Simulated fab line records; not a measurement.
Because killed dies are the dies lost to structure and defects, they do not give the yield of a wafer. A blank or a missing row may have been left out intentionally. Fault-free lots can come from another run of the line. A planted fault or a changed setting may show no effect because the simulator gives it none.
Chamber matching | flow n5Finfet | 3 sister chambers for N5_BEOL_M4_PRE_CLEAN_60 on cvdCo-01
The step time 15 s. 3 wafers are shown with their chamber, then 12 later ones without.

== EACH WAFER AND ITS CHAMBER ==
wafer  | chamber | heaterPowerW (W)
L090.1 | 0       | 62
L090.4 | 1       | 93
L090.5 | 2       | 126

== WAFERS WITH NO CHAMBER GIVEN ==
wafer  | heaterPowerW (W)
L089.1 | 127
L089.2 | 93
L089.5 | 61
L092.1 | 125
L092.3 | 93
L092.5 | 93
L093.3 | 93
L093.5 | 63
L093.6 | 126
L094.1 | 91
L094.2 | 60
L094.4 | 91

== WHICH CHAMBER EACH WENT THROUGH ==
wafer  | from the rows above | in truth
L089.1 | 2                   | 2
L089.2 | 1                   | 1
L089.5 | 0                   | 0
L092.1 | 2                   | 2
L092.3 | 1                   | 1
L092.5 | 1                   | 1
L093.3 | 1                   | 1
L093.5 | 0                   | 0
L093.6 | 2                   | 2
L094.1 | 1                   | 1
L094.2 | 0                   | 0
L094.4 | 1                   | 1
Correctly placed: 12 of 12. Left unplaced by these rows: 0. Number placed wrongly: 0.
How it was worked out, from the rows above alone: a wafer's distance from a chamber is the root of the sum, over the readings, of the square of ((its reading less the chamber's mean) divided by the reading's scatter). If the next closest chamber is less than 2 further off than the closest, the wafer can't be placed; otherwise it belongs to the closest. Each chamber's mean is taken over the wafers shown for it. The scatter: with one shown wafer a chamber, the root of the mean of the squares of how far each hidden wafer lies from its nearest shown one.
